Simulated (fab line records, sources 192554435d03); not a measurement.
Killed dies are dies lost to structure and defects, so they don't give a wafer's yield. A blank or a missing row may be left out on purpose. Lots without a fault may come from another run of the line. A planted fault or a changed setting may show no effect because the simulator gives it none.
Problem report in the 8D (eight disciplines) form, filled by code | flow n5_finfet | the parts of the form that need people (team, actions taken, sign-off) are left out

1. THE PROBLEM
spin_speed_rpm at N5_MOL_CONTACT_COAG_COAT_76 reads a mean of 1426.0 rpm on 6 wafers of 2 lots; wafers without a fault read 1499.9 rpm with a standard deviation of 0.97. That is -76 standard deviations from the usual mean.
The step: time 60 s, resist thk 10 nm.
First seen on wafer L979.3, day 6 20:53, on litho_track-01. The record holds 12 wafers of 4 lots with a number at this step. Rule for "out", or "out of limits": more than 4 standard deviations from the usual mean. The other wafers with a number count as sound.

2. WHAT IT IS AND WHAT IT IS NOT
question                    | is                     | is not
which readings at this step | spin_speed_rpm         | -
which lots                  | L979, L981             | L974, L991
which wafers of those lots  | all that have a number | -
read on which tools         | litho_track-01         | litho_track-03
when                        | from day 6 20:53       | up to then (3 sound wafers); but 3 sound wafers of L991 came after

3. SUSPECTS, AND WHAT RULES EACH OUT
Counting: a tool at a process step up to the reading stays a suspect if it ran every lot that is out and no sound lot after the first of them.
- litho_track-01 at N5_MOL_CONTACT_COAG_COAT_76 (time 60 s, resist thk 10 nm): kept. It ran every lot that is out, first L979 (day 6 20:53), and no sound lot after that; its last sound lot up to then is L974 (day 5 10:34). Its own readings are out on those wafers: spin_speed_rpm.
Left after counting: litho_track-01 at N5_MOL_CONTACT_COAG_COAT_76.

4. THE CAUSE (what the simulator had put in)
Process parameter drift: litho_track-01, from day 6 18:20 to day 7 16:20, at N5_MOL_CONTACT_COAG_COAT_76. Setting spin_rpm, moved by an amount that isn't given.
Counting left only this tool.

5. THE CHAIN OF EFFECTS, in route order
Each row: a reading whose mean over the struck wafers that have a number lies more than 3 standard deviations from the usual. Only readings for which the record gives a usual standard deviation are gone through. hours: the time from each lot's start at the first step in this table that gives one to its start at this step, as a median over the lots. sigmas: the change in usual standard deviations.
hours | step                        | reading        | usual      | on struck wafers | change | sigmas
0     | N5_MOL_CONTACT_COAG_COAT_76 | spin_speed_rpm | 1499.9 rpm | 1426.0           | -73.9  | -76
The process steps in it:
- N5_MOL_CONTACT_COAG_COAT_76: time 60 s, resist thk 10 nm.
Later measuring or inspecting steps at which every struck wafer that the step has a row for has a number for every such reading, and none has moved that far: N5_BEOL_M4_RC_MEAS_101.

6. WHAT WOULD HAVE CAUGHT IT SOONER
In this record the first reading out of limits was taken at day 6 20:53, 3 hours after the fault began at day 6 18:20.
